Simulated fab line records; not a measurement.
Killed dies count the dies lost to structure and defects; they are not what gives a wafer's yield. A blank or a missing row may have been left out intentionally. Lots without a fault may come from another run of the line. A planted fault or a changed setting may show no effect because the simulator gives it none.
fab line records	flow n5_finfet
record: lots: 7	wafers: 21
route steps=1938 shown BEOL_M8@1377 BEOL_M10@1512 BEOL_M11@1579 BEOL_M12@1639
start_h: hours from the record's first day to the start of the lot's first wafer shown	wait_h: hours since the lot's step before	" the same as in the row above	L1.1+2: a single row standing in for several wafers	- no value, or no start was given	* or withheld: withheld	< > ~ a bound
route shown NAME@n: a module of which the file shows steps, and the number in the route of the first	usual: the fault-free wafers' mean and standard deviation	same: alike in all rows	chamber/n: place in a boat	sites: readings site by site	_std_site: standard deviation across them	_edge_site: inner sites' mean taken away from outer sites' mean	radius_mm: for every site, how far away it sits from the centre of the wafer	mask NAME#n: copy n	behind: the last tool/chamber to shape the wafer	hold: why the lot was held/for how many hours/how that ended	device: names the non-switching transistor (n, p or np)	end of line: tests of these same wafers at the route's end	a step with no rows: only its recipe	killed: dies that structure and defects cost at the first sort, which is not the same as the wafer's yield	map: the dies of a wafer, with x for killed, . for not killed, _ for no die there
set.NAME: setting as actually run; set.NAME@STEP: the setting as run at that earlier step	model.NAME: the simulator's own value behind a step, which no gauge read
lots where settings were altered on purpose, with a table for each step and a row for each wafer
== steps ==
step: N5_BEOL_M8_TRENCH_ETCH_37
recipe: chemistry: C4F6/O2	target_depth_a: 934.78	target: SiCOH_lowk	time_s: 31.2	ion_energy_ev: 250	pressure_mtorr: 30	source_w: 345	bias_w: 185	Ar_flow_sccm: 300	C4F6_flow_sccm: 10	O2_flow_sccm: 10
lot.wafer	tool	chamber	start_h	wait_h	set.time_s	model.etch.depth_nm	model.BEOL_M8.feature_depth_nm
L081.1	rie_diel-03	3	-	-	31.2	95.49	95.4
L081.2	"	2	"	"	27.07	78.43	78.4
L081.3	"	1	"	"	31.2	95.05	95
L082.2	rie_diel-03	2	-	-	31.2	92.07	92
L082.4	"	0	"	"	31.2	91.59	91.6
L082.6	"	1	"	"	31.2	95.99	96
L084.2	rie_diel-04	0	-	-	31.2	90.65	90.6
L084.3	"	2	"	"	31.2	92.6	92.6
L084.6	"	0	"	"	33.43	97.63	97.6
L087.1	rie_diel-03	3	-	-	24.43	75.04	75
L087.2	"	1	"	"	31.2	96.53	96.6
L087.3	"	2	"	"	24.43	75.18	75.2
L090.2	rie_diel-03	0	-	-	31.2	91.74	91.8
L090.3	"	1	"	"	31.2	95.77	95.8
L090.5	"	1	"	"	31.2	95.58	95.6
L091.2	rie_diel-04	3	-	-	31.2	91.28	91.2
L091.3	"	2	"	"	31.2	94.23	94.2
L091.6	"	3	"	"	31.2	91.27	91.2
L092.2	rie_diel-03	2	-	-	36.05	109.1	109.2
L092.4	"	1	"	"	36.05	109.9	110
L092.6	"	0	"	"	31.2	90.44	90.4
step: N5_BEOL_M8_ETCH_41
recipe: chemistry: CH3F/O2	target: SiCN	target_depth_a: 319	taper_deg: 2	time_s: 57.8	ion_energy_ev: 120	mask_material: TiN	pressure_mtorr: 30	source_w: 395	bias_w: 75	Ar_flow_sccm: 150	CH3F_flow_sccm: 30	O2_flow_sccm: 20
step: N5_BEOL_M8_STRIP_80
recipe: chemistry: N2/H2	time_s: 10	power_w: 450	temp_c: 40	pressure_mtorr: 20	rf_frequency_hz: 6e+07	bias_power_w: 7	n2_flow_sccm: 200	h2_flow_sccm: 200
step: N5_BEOL_M8_OCD_MEAS_38
usual: trench_depth_nm: 93.3/1.9
lot.wafer	tool	chamber	start_h	wait_h	set.time_s@BEOL_M8_TRENCH_ETCH_37	trench_depth_nm
L081.1	ocd-01	-	241.83	-	31.2	95.7
L081.2	"	-	"	"	27.07	78.8
L081.3	"	-	"	"	31.2	95.1
L082.2	ocd-01	-	252.44	-	31.2	91.9
L082.4	"	-	"	"	31.2	91.6
L082.6	"	-	"	"	31.2	96.3
L084.2	ocd-02	-	254.21	-	31.2	90.3
L084.3	"	-	"	"	31.2	92.6
L084.6	"	-	"	"	33.43	97.7
L087.1	ocd-02	-	281.69	-	24.43	75.6
L087.2	"	-	"	"	31.2	96.6
L087.3	"	-	"	"	24.43	75.0
L090.2	ocd-01	-	312.18	-	31.2	91.6
L090.3	"	-	"	"	31.2	95.7
L090.5	"	-	"	"	31.2	95.6
L091.2	ocd-02	-	316.04	-	31.2	91.7
L091.3	"	-	"	"	31.2	94.6
L091.6	"	-	"	"	31.2	91.1
L092.2	ocd-02	-	316.21	-	36.05	108.5
L092.4	"	-	"	"	36.05	110.1
L092.6	"	-	"	"	31.2	90.3
step: N5_BEOL_M8_HM_STRIP_39
recipe: chemistry: peroxide_tin_strip	material: TiN	target_depth_a: 250	temp_c: 50	time_s: 158
step: N5_BEOL_M8_SRD_40
recipe: time_s: 30	temp_c: 23	rinse_liquid: diw	dry: ipa_marangoni
step: N5_BEOL_M8_ECD_50
recipe: material: Cu	target_thk_a: 3000
step: N5_BEOL_M8_ANNEAL_51
recipe: temp_c: 225	time_s: 90	ambient: N2
step: N5_BEOL_M8_CMP_52
recipe: stop_on: SiCOH_lowk	t_overpolish_s: 6.9	down_force_psi: 1	platen_rpm: 50	clearing_platen_down_force_psi: 1.5	clearing_platen_rpm: 50	post_cmp_clean: cu_alkaline	target_thk_nm: 80	clearing_platen_pad_velocity_m_s: 0.99484	pad_velocity_m_s: 0.99484
lot.wafer	tool	chamber	start_h	wait_h	set.time_s@BEOL_M8_TRENCH_ETCH_37	model.Cu_of_BEOL_M8_ECD_50.thk_nm
L081.2	cmp-02	2	246.47	0.2	27.07	64.6
L081.1	"	3	"	"	31.2	80.2
L081.3	"	0	"	"	31.2	81
L082.2	cmp-02	2	254.72	0.2	31.2	78.2
L082.4	"	0	"	"	31.2	78
L082.6	"	3	"	"	31.2	81.4
L084.2	cmp-04	3	256.38	0.2	31.2	77.8
L084.3	"	0	"	"	31.2	78.6
L084.6	"	2	"	"	33.43	85
L087.2	cmp-01	0	283.91	0.3	31.2	84.8
L087.3	"	1	"	"	24.43	63.4
L087.1	"	3	"	"	24.43	61
L090.2	cmp-04	0	314.19	0.2	31.2	77.4
L090.3	"	1	"	"	31.2	83.6
L090.5	"	0	"	"	31.2	81.8
L091.3	cmp-04	1	319.33	0.2	31.2	82.6
L091.2	"	0	"	"	31.2	77.6
L091.6	"	1	"	"	31.2	80
L092.2	cmp-01	0	320.15	0.2	36.05	97.2
L092.4	"	3	"	"	36.05	95
L092.6	"	0	"	"	31.2	78.2
step: N5_BEOL_M8_THK_MEAS_53
recipe: thk_meas_gauge: xrf	reads: Cu_of_BEOL_M8_ECD_50
usual: M8_THK: 81.0/2.3
lot.wafer	tool	chamber	start_h	wait_h	set.time_s@BEOL_M8_TRENCH_ETCH_37	M8_THK[nm]
L081.1	film_metro-01	-	246.72	-	31.2	80.7
L081.2	"	-	"	"	27.07	65.0
L081.3	"	-	"	"	31.2	81.7
L082.2	film_metro-02	-	255.02	-	31.2	79.5
L082.4	"	-	"	"	31.2	78.9
L082.6	"	-	"	"	31.2	82.6
L084.2	film_metro-02	-	256.64	-	31.2	78.5
L084.3	"	-	"	"	31.2	79.5
L084.6	"	-	"	"	33.43	86.0
L087.1	film_metro-02	-	284.21	-	24.43	62.1
L087.2	"	-	"	"	31.2	86.6
L087.3	"	-	"	"	24.43	64.6
L090.2	film_metro-01	-	314.49	-	31.2	79.4
L090.3	"	-	"	"	31.2	86.1
L090.5	"	-	"	"	31.2	84.2
L091.2	film_metro-01	-	319.62	-	31.2	78.9
L091.3	"	-	"	"	31.2	84.2
L091.6	"	-	"	"	31.2	81.5
L092.2	film_metro-01	-	320.45	-	36.05	98.4
L092.4	"	-	"	"	36.05	96.5
L092.6	"	-	"	"	31.2	79.4
step: N5_BEOL_M8_PRE_CLEAN_55
recipe: gas: NH3	time_s: 15	temp_c: withheld	rf_power_w: 300
step: N5_BEOL_M8_DEP_56
recipe: material: SiCN	target_thk_a: 100	temp_c: withheld	precursor: 3MS/NH3	pressure_torr: 3	rf_w: 202	time_s: 17.5
step: N5_BEOL_M8_RS_MEAS_57
recipe: thk_meas_gauge: four-point-probe	reads: Cu_of_BEOL_M8_ECD_50+Co_of_BEOL_M8_CVD_78+TaN_of_BEOL_M8_ALD_77
usual: M8_RS: 0.286/0.0088
lot.wafer	tool	chamber	start_h	wait_h	set.time_s@BEOL_M8_TRENCH_ETCH_37	M8_RS[ohm/sq]
L081.1	film_metro-01	-	246.86	0.1	31.2	0.285
L081.2	"	-	"	"	27.07	0.370
L081.3	"	-	"	"	31.2	0.282
L082.2	film_metro-02	-	255.15	0.1	31.2	0.293
L082.4	"	-	"	"	31.2	0.294
L082.6	"	-	"	"	31.2	0.280
L084.2	film_metro-02	-	256.77	0.1	31.2	0.295
L084.3	"	-	"	"	31.2	0.292
L084.6	"	-	"	"	33.43	0.266
L087.1	film_metro-01	-	284.34	0.1	24.43	0.396
L087.2	"	-	"	"	31.2	0.267
L087.3	"	-	"	"	24.43	0.378
L090.2	film_metro-01	-	314.62	0.1	31.2	0.297
L090.3	"	-	"	"	31.2	0.271
L090.5	"	-	"	"	31.2	0.279
L091.2	film_metro-01	-	319.75	0.1	31.2	0.296
L091.3	"	-	"	"	31.2	0.276
L091.6	"	-	"	"	31.2	0.286
L092.2	film_metro-02	-	320.58	0.1	36.05	0.228
L092.4	"	-	"	"	36.05	0.234
L092.6	"	-	"	"	31.2	0.294
step: N5_BEOL_M10_TRENCH_ETCH_37
recipe: chemistry: C4F6/O2	target_depth_a: 1488.3	target: SiCOH_lowk	time_s: 48	ion_energy_ev: 250	pressure_mtorr: 30	source_w: 345	bias_w: 185	Ar_flow_sccm: 300	C4F6_flow_sccm: 10	O2_flow_sccm: 10
usual: rf_vpp_V: 664/11
lot.wafer	tool	chamber	start_h	wait_h	set.source_w	rf_vpp_V	model.BEOL_M10.feature_depth_nm	model.etch.depth_nm
L081.1	rie_diel-04	0	-	-	292	734	134	134
L081.2	"	2	"	"	345	653	145.8	145.7
L081.3	"	0	"	"	345	673	141.8	141.9
L082.2	rie_diel-03	0	-	-	345	661	144.8	144.9
L082.4	"	2	"	"	345	667	147.8	147.7
L082.6	"	1	"	"	345	656	151.6	151.5
L084.2	rie_diel-04	1	-	-	345	662	151	151.1
L084.3	"	0	"	"	345	674	145	145.1
L084.6	"	1	"	"	345	663	150.4	150.4
L087.1	rie_diel-03	2	-	-	345	666	150.4	150.4
L087.2	"	3	"	"	394.5	626	159.2	159.3
L087.3	"	1	"	"	345	657	151.2	151.2
L090.2	rie_diel-04	0	-	-	345	675	151.4	151.4
L090.3	"	2	"	"	345	653	152.2	152.1
L090.5	"	0	"	"	345	673	152.8	152.9
L092.2	rie_diel-03	3	-	-	296.2	725	141.4	141.5
L092.4	"	3	"	"	345	670	152.2	152.3
L092.6	"	2	"	"	296.2	722	141.6	141.6
L091.2	rie_diel-04	3	-	-	345	682	145.6	145.7
L091.3	"	2	"	"	376.3	624	154.2	154.2
L091.6	"	2	"	"	345	651	150.8	150.9
step: N5_BEOL_M10_ETCH_41
recipe: chemistry: CH3F/O2	target: SiCN	target_depth_a: 426	taper_deg: 2	time_s: 86	ion_energy_ev: 120	mask_material: TiN	pressure_mtorr: 30	source_w: 395	bias_w: 75	Ar_flow_sccm: 150	CH3F_flow_sccm: 30	O2_flow_sccm: 20
usual: rf_vpp_V: 297.5/1.4
lot.wafer	tool	chamber	start_h	wait_h	set.source_w	rf_vpp_V	model.etch.depth_nm
L081.1	rie_diel-04	0	-	-	395	298.6	31.61
L081.2	"	2	"	"	395	296.6	31.85
L081.3	"	0	"	"	338.4	314.3	29.64
L082.2	rie_diel-03	0	-	-	395	297.2	32.22
L082.4	"	2	"	"	395	297.5	33.16
L082.6	"	1	"	"	395	297.9	33.46
L084.2	rie_diel-04	1	-	-	395	299.0	32.88
L084.3	"	0	"	"	456.1	285.9	33.56
L084.6	"	1	"	"	395	298.4	32.86
L087.1	rie_diel-03	2	-	-	395	297.3	32.83
L087.2	"	3	"	"	395	296.7	33.37
L087.3	"	1	"	"	358.4	305.4	31.88
L090.2	rie_diel-04	0	-	-	395	297.5	32.74
L090.3	"	2	"	"	395	296.5	33.08
L090.5	"	0	"	"	395	299.3	33.15
L092.2	rie_diel-03	3	-	-	395	295.7	32.94
L092.4	"	3	"	"	458.7	280.9	34.94
L092.6	"	2	"	"	458.7	282.2	34.87
L091.2	rie_diel-04	3	-	-	326	316.0	29.31
L091.3	"	2	"	"	395	297.6	32.88
L091.6	"	2	"	"	326	316.1	30.13
step: N5_BEOL_M10_STRIP_77
recipe: chemistry: N2/H2	time_s: 10	power_w: 450	temp_c: 40	pressure_mtorr: 20	rf_frequency_hz: 6e+07	bias_power_w: 7	n2_flow_sccm: 200	h2_flow_sccm: 200
step: N5_BEOL_M10_OCD_MEAS_38
usual: trench_depth_nm: 148.5/3
lot.wafer	tool	chamber	start_h	wait_h	set.source_w@BEOL_M10_TRENCH_ETCH_37	trench_depth_nm
L081.1	ocd-01	-	264.68	-	292	133.7
L081.2	"	-	"	"	345	145.5
L081.3	"	-	"	"	345	141.7
L082.2	ocd-01	-	271.51	-	345	144.7
L082.4	"	-	"	"	345	147.9
L082.6	"	-	"	"	345	151.5
L084.2	ocd-01	-	274.93	-	345	151.8
L084.3	"	-	"	"	345	145.0
L084.6	"	-	"	"	345	150.6
L087.1	ocd-01	-	298.49	-	345	150.2
L087.2	"	-	"	"	394.5	159.4
L087.3	"	-	"	"	345	151.0
L090.2	ocd-02	-	328.71	-	345	151.6
L090.3	"	-	"	"	345	152.0
L090.5	"	-	"	"	345	153.0
L092.2	ocd-02	-	333.12	-	296.2	141.0
L092.4	"	-	"	"	345	152.2
L092.6	"	-	"	"	296.2	141.7
L091.2	ocd-01	-	333.29	-	345	145.7
L091.3	"	-	"	"	376.3	153.7
L091.6	"	-	"	"	345	151.0
step: N5_BEOL_M10_HM_STRIP_39
recipe: chemistry: peroxide_tin_strip	material: TiN	target_depth_a: 250	temp_c: 50	time_s: 158
step: N5_BEOL_M10_SRD_40
recipe: time_s: 30	temp_c: 23	rinse_liquid: diw	dry: ipa_marangoni
step: N5_BEOL_M10_ECD_50
recipe: material: Cu	target_thk_a: 3180
step: N5_BEOL_M10_ANNEAL_51
recipe: temp_c: 225	time_s: 90	ambient: N2
step: N5_BEOL_M10_CMP_52
recipe: stop_on: SiCOH_lowk	t_overpolish_s: 7	down_force_psi: 1	platen_rpm: 50	clearing_platen_down_force_psi: 1.5	clearing_platen_rpm: 50	post_cmp_clean: cu_alkaline	target_thk_nm: 140	clearing_platen_pad_velocity_m_s: 0.99484	pad_velocity_m_s: 0.99484
lot.wafer	tool	chamber	start_h	wait_h	set.source_w@BEOL_M10_TRENCH_ETCH_37	model.Cu_of_BEOL_M10_ECD_50.thk_nm
L081.1	cmp-01	2	266.85	0.3	292	126.4
L081.3	"	3	"	"	345	132.6
L081.2	"	1	"	"	345	138.6
L082.4	cmp-04	1	275.16	0.1	345	138.6
L082.2	"	2	"	"	345	137.6
L082.6	"	2	"	"	345	142.8
L084.3	cmp-01	1	276.59	0.2	345	136.8
L084.2	"	3	"	"	345	141.8
L084.6	"	0	"	"	345	141.6
L087.1+3	cmp-01	3,2	301.19	0.3	345	142.2
L087.2	"	0	"	"	394.5	151.6
L090.2	cmp-04	0	331.03	0.3	345	142
L090.3	"	1	"	"	345	144
L090.5	"	3	"	"	345	145
L092.4	cmp-01	3	335.46	0.2	345	145.2
L092.2	"	0	"	"	296.2	135.4
L092.6	"	2	"	"	296.2	135
L091.3	cmp-04	0	335.84	0.2	376.3	143
L091.2	"	1	"	"	345	137.2
L091.6	"	0	"	"	345	140.6
step: N5_BEOL_M10_THK_MEAS_53
recipe: thk_meas_gauge: xrf	reads: Cu_of_BEOL_M10_ECD_50
usual: M10_THK: 142/3.4
lot.wafer	tool	chamber	start_h	wait_h	set.source_w@BEOL_M10_TRENCH_ETCH_37	M10_THK[nm]
L081.1	film_metro-02	-	267.14	-	292	128
L081.2	"	-	"	"	345	141
L081.3	"	-	"	"	345	134
L082.2	film_metro-02	-	275.45	-	345	140
L082.4	"	-	"	"	345	141
L082.6	"	-	"	"	345	145
L084.2	film_metro-02	-	276.84	-	345	143
L084.3	"	-	"	"	345	138
L084.6	"	-	"	"	345	143
L087.1	film_metro-02	-	301.48	-	345	143
L087.2	"	-	"	"	394.5	153
L087.3	"	-	"	"	345	143
L090.2	film_metro-02	-	331.24	-	345	145
L090.3	"	-	"	"	345	148
L090.5	"	-	"	"	345	148
L092.2	film_metro-02	-	335.72	-	296.2	136
L092.4	"	-	"	"	345	147
L092.6	"	-	"	"	296.2	136
L091.2	film_metro-02	-	336.10	-	345	139
L091.3	"	-	"	"	376.3	145
L091.6	"	-	"	"	345	142
step: N5_BEOL_M10_PRE_CLEAN_55
recipe: gas: NH3	time_s: 15	temp_c: withheld	rf_power_w: 300
step: N5_BEOL_M10_DEP_56
recipe: material: SiCN	target_thk_a: 150	temp_c: withheld	precursor: 3MS/NH3	pressure_torr: 3	rf_w: 202	time_s: 26.5
step: N5_BEOL_M10_RS_MEAS_57
recipe: thk_meas_gauge: four-point-probe	reads: Cu_of_BEOL_M10_ECD_50+Co_of_BEOL_M10_CVD_75+TaN_of_BEOL_M10_ALD_74
usual: M10_RS: 0.151/0.0037
lot.wafer	tool	chamber	start_h	wait_h	set.source_w@BEOL_M10_TRENCH_ETCH_37	M10_RS[ohm/sq]
L081.1	film_metro-02	-	267.28	0.1	292	0.169
L081.2	"	-	"	"	345	0.152
L081.3	"	-	"	"	345	0.160
L082.2	film_metro-01	-	275.59	0.1	345	0.154
L082.4	"	-	"	"	345	0.152
L082.6	"	-	"	"	345	0.148
L084.2	film_metro-02	-	277.01	0.1	345	0.149
L084.3	"	-	"	"	345	0.155
L084.6	"	-	"	"	345	0.149
L087.1	film_metro-01	-	301.62	0.1	345	0.148
L087.2	"	-	"	"	394.5	0.139
L087.3	"	-	"	"	345	0.148
L090.2	film_metro-02	-	331.38	0.1	345	0.148
L090.3	"	-	"	"	345	0.146
L090.5	"	-	"	"	345	0.145
L092.2	film_metro-02	-	335.89	0.1	296.2	0.157
L092.4	"	-	"	"	345	0.145
L092.6	"	-	"	"	296.2	0.157
L091.2	film_metro-01	-	336.23	0.1	345	0.155
L091.3	"	-	"	"	376.3	0.147
L091.6	"	-	"	"	345	0.150
step: N5_BEOL_M11_ETCH_41
recipe: chemistry: CH3F/O2	target: SiCN	target_depth_a: 426	taper_deg: 2	time_s: 86	ion_energy_ev: 120	mask_material: TiN	pressure_mtorr: 30	source_w: 395	bias_w: 75	Ar_flow_sccm: 150	CH3F_flow_sccm: 30	O2_flow_sccm: 20
lot.wafer	tool	chamber	start_h	wait_h	set.time_s	model.etch.depth_nm
L081.1	rie_diel-02	0	-	-	93.48	35.71
L081.2	"	3	"	"	93.48	34.7
L081.3	"	1	"	"	93.48	35.76
L084.2	rie_diel-02	3	-	-	86	32.18
L084.3	"	0	"	"	86	33.17
L084.6	"	1	"	"	86	33
L082.2	rie_diel-06	2	-	-	86	32.53
L082.4	"	3	"	"	86	32.94
L082.6	"	3	"	"	86	32.61
L087.1	rie_diel-02	1	-	-	86	32.89
L087.2	"	3	"	"	86	32.26
L087.3	"	2	"	"	86	32.9
L090.2	rie_diel-06	0	-	-	86	32.91
L090.3	"	2	"	"	86	32.61
L090.5	"	1	"	"	71.34	26.96
L092.2	rie_diel-06	2	-	-	86	32.41
L092.4	"	1	"	"	86	32.08
L092.6	"	2	"	"	86	32.3
L091.2	rie_diel-01	0	-	-	71.93	27.1
L091.3	"	2	"	"	71.93	27.7
L091.6	"	3	"	"	86	31.72
step: N5_BEOL_M12_TRENCH_ETCH_34
recipe: chemistry: C4F8/O2/Ar	target: SiOC	target_depth_a: 3189.5	mask_material: SOC	pressure_mtorr: 30	source_w: 3000	bias_w: 700	Ar_flow_sccm: 400	C4F8_flow_sccm: 15	O2_flow_sccm: 8	he_inner_torr: 15	he_outer_torr: 30	time_s: 125.5	ion_energy_ev: 250
lot.wafer	tool	chamber	start_h	wait_h	set.time_s	model.etch.depth_nm
L081.1	rie_diel-04	1	277.32	0.0	125.5	323.7
L081.2	"	3	"	"	125.5	316
L081.3	"	0	"	"	125.5	316.4
L084.2	rie_diel-05	1	286.55	0.0	110	272.4
L084.3	"	2	"	"	125.5	321.5
L084.6	"	1	"	"	110	272.6
L082.2	rie_diel-05	1	287.66	0.0	125.5	315.1
L082.4	"	2	"	"	125.5	325
L082.6	"	1	"	"	125.5	318.6
L087.1	rie_diel-03	2	310.63	0.0	125.5	322.7
L087.2	"	1	"	"	125.5	318.2
L087.3	"	0	"	"	97.68	244.5
L090.2	rie_diel-03	3	340.40	0.0	125.5	325.5
L090.3	"	1	"	"	125.5	318.8
L090.5	"	1	"	"	125.5	322.7
L092.2	rie_diel-05	2	344.16	0.0	125.5	323.6
L092.4	"	0	"	"	125.5	325.5
L092.6	"	2	"	"	125.5	322.3
L091.2	rie_diel-03	3	345.04	0.0	125.5	320.1
L091.3	"	1	"	"	125.5	316.7
L091.6	"	1	"	"	105.1	265.3
step: N5_BEOL_M12_STRIP_70
recipe: chemistry: C4F8/O2/Ar	resist: SiARC	rf_frequency_hz: 6e+07
step: N5_BEOL_M12_OCD_MEAS_35
usual: trench_depth_nm: 319/5
lot.wafer	tool	chamber	start_h	wait_h	set.time_s@BEOL_M12_TRENCH_ETCH_34	trench_depth_nm
L081.1	ocd-01	-	277.49	0.0	125.5	323
L081.2	"	-	"	"	125.5	316
L081.3	"	-	"	"	125.5	316
L084.2	ocd-02	-	286.70	0.0	110	272
L084.3	"	-	"	"	125.5	321
L084.6	"	-	"	"	110	273
L082.2	ocd-02	-	287.82	0.0	125.5	315
L082.4	"	-	"	"	125.5	325
L082.6	"	-	"	"	125.5	319
L087.1	ocd-01	-	310.79	0.0	125.5	322
L087.2	"	-	"	"	125.5	318
L087.3	"	-	"	"	97.68	244
L090.2	ocd-01	-	340.56	0.0	125.5	326
L090.3	"	-	"	"	125.5	319
L090.5	"	-	"	"	125.5	323
L092.2	ocd-02	-	344.32	0.0	125.5	324
L092.4	"	-	"	"	125.5	325
L092.6	"	-	"	"	125.5	322
L091.2	ocd-02	-	345.20	0.0	125.5	320
L091.3	"	-	"	"	125.5	317
L091.6	"	-	"	"	105.1	265
== key ==
split: step: N5_BEOL_M8_TRENCH_ETCH_37	setting: time_s	stated: 31.2	by: wafer
response: step: N5_BEOL_M8_TRENCH_ETCH_37	reading: model.etch.depth_nm	change: +1.09	per: 1%	r: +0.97
response: step: N5_BEOL_M8_TRENCH_ETCH_37	reading: model.BEOL_M8.feature_depth_nm	change: +1.1	per: 1%	r: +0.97
response: step: N5_BEOL_M8_OCD_MEAS_38	reading: trench_depth_nm	change: +1.09	per: 1%	r: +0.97
response: step: N5_BEOL_M8_CMP_52	reading: model.Cu_of_BEOL_M8_ECD_50.thk_nm	change: +1.1	per: 1%	r: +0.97
response: step: N5_BEOL_M8_THK_MEAS_53	reading: M8_THK	change: +1.12	per: 1%	r: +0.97
response: step: N5_BEOL_M8_RS_MEAS_57	reading: M8_RS	change: -0.00523	per: 1%	r: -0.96
split: step: N5_BEOL_M10_TRENCH_ETCH_37	setting: source_w	stated: 345	by: wafer
response: step: N5_BEOL_M10_TRENCH_ETCH_37	reading: rf_vpp_V	change: -3.78	per: 1%	r: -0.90
response: step: N5_BEOL_M10_TRENCH_ETCH_37	reading: model.BEOL_M10.feature_depth_nm	change: +0.658	per: 1%	r: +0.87
response: step: N5_BEOL_M10_TRENCH_ETCH_37	reading: model.etch.depth_nm	change: +0.66	per: 1%	r: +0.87
response: step: N5_BEOL_M10_OCD_MEAS_38	reading: trench_depth_nm	change: +0.664	per: 1%	r: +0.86
response: step: N5_BEOL_M10_CMP_52	reading: model.Cu_of_BEOL_M10_ECD_50.thk_nm	change: +0.628	per: 1%	r: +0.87
response: step: N5_BEOL_M10_THK_MEAS_53	reading: M10_THK	change: +0.678	per: 1%	r: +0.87
response: step: N5_BEOL_M10_RS_MEAS_57	reading: M10_RS	change: -0.000753	per: 1%	r: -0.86
split: step: N5_BEOL_M10_ETCH_41	setting: source_w	stated: 395	by: wafer
response: step: N5_BEOL_M10_ETCH_41	reading: rf_vpp_V	change: -0.973	per: 1%	r: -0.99
response: step: N5_BEOL_M10_ETCH_41	reading: model.etch.depth_nm	change: +0.127	per: 1%	r: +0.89
split: step: N5_BEOL_M11_ETCH_41	setting: time_s	stated: 86	by: wafer
response: step: N5_BEOL_M11_ETCH_41	reading: model.etch.depth_nm	change: +0.304	per: 1%	r: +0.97
split: step: N5_BEOL_M12_TRENCH_ETCH_34	setting: time_s	stated: 125.5	by: wafer
response: step: N5_BEOL_M12_TRENCH_ETCH_34	reading: model.etch.depth_nm	change: +3.47	per: 1%	r: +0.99
response: step: N5_BEOL_M12_OCD_MEAS_35	reading: trench_depth_nm	change: +3.48	per: 1%	r: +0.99
